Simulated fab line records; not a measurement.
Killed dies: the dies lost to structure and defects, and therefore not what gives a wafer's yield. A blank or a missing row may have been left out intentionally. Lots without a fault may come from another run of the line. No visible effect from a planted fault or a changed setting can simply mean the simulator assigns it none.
The tool behind it: which one? | flow n5Finfet | 72 wafers sampled from 24 lots at 1 step of a route of 1938

WHAT THE GAUGES SHOWED, per wafer
N5_BEOL_M2_OVL_MEAS_12. Usual: M2_OVL 0.3 nm, standard deviation 0.6.
lot  | measured     | on         | M2_OVL (nm)    | flag
L074 | day 7 02:46  | overlay-02 | 0.0 -0.2 0.3   | 
L076 | day 7 08:18  | overlay-01 | 0.7 0.8 0.1    | 
L077 | day 8 03:01  | overlay-01 | -0.2 0.2 -1.0  | 
L078 | day 8 03:11  | overlay-02 | 0.4 0.4 0.6    | 
L075 | day 8 06:17  | overlay-02 | 1.7 0.1 0.6    | 
L079 | day 8 06:44  | overlay-01 | -0.1 -0.5 -0.5 | 
L080 | day 8 11:54  | overlay-02 | 1.2 1.8 1.5    | 
L081 | day 8 18:17  | overlay-01 | 0.3 0.5 -0.6   | 
L082 | day 8 18:27  | overlay-01 | 0.6 0.5 1.3    | 
L083 | day 8 19:49  | overlay-01 | 0.6 0.5 0.7    | 
L085 | day 9 11:16  | overlay-01 | 0.1 0.8 0.5    | 
L084 | day 9 13:49  | overlay-01 | 0.2 -0.2 0.0   | 
L086 | day 9 20:14  | overlay-01 | -0.2 1.0 0.3   | 
L087 | day 10 04:37 | overlay-01 | -0.1 0.1 0.6   | 
L088 | day 10 12:20 | overlay-02 | 0.1 0.4 1.6    | 
L089 | day 10 12:37 | overlay-02 | 0.4 0.7 1.5    | 
L090 | day 10 20:25 | overlay-01 | 0.1 -0.2 -0.3  | 
L091 | day 10 22:05 | overlay-02 | 0.3 0.6 0.0    | 
L092 | day 11 03:32 | overlay-02 | 1.9 0.6 0.8    | 
L093 | day 11 05:02 | overlay-01 | 0.1 0.3 0.1    | 
L094 | day 11 18:29 | overlay-02 | -0.4 0.4 0.2   | 
L095 | day 12 00:47 | overlay-01 | -0.6 -0.5 -0.4 | 
L096 | day 12 08:56 | overlay-01 | 1.0 0.9 1.5    | 
L097 | day 12 09:58 | overlay-02 | 0.2 0.6 0.8    | 

TOOL THAT RAN EACH LOT (tool first, then ch and the chambers of the sampled wafers, then the start)
Before these readings, the record contains no process step.

WHAT THE TOOLS THEMSELVES READ (means of the sampled wafers that have a number; where no wafer has one, the mark that the record gives instead)
The record holds no such reading with a usual standard deviation.

THE ANSWER, worked out from the rows above alone
Rule: take the mean of a lot's wafers that have a number; if it is more than 3 standard deviations from the usual mean, the lot is off. Also off: a lot with no number at a reading for which 4 or more lots have one. Where the step has rows for the other lots, those lots are counted as sound. First the gauges in route order, then the tools' own readings, where a lot's mean is used as printed above. At the first step where some lot is off, the reading lying furthest off is the one used; lots without a number count as furthest.
No lot is off at any reading shown: from this, nothing can be told.

WHAT HAD BEEN PUT IN BY THE SIMULATOR
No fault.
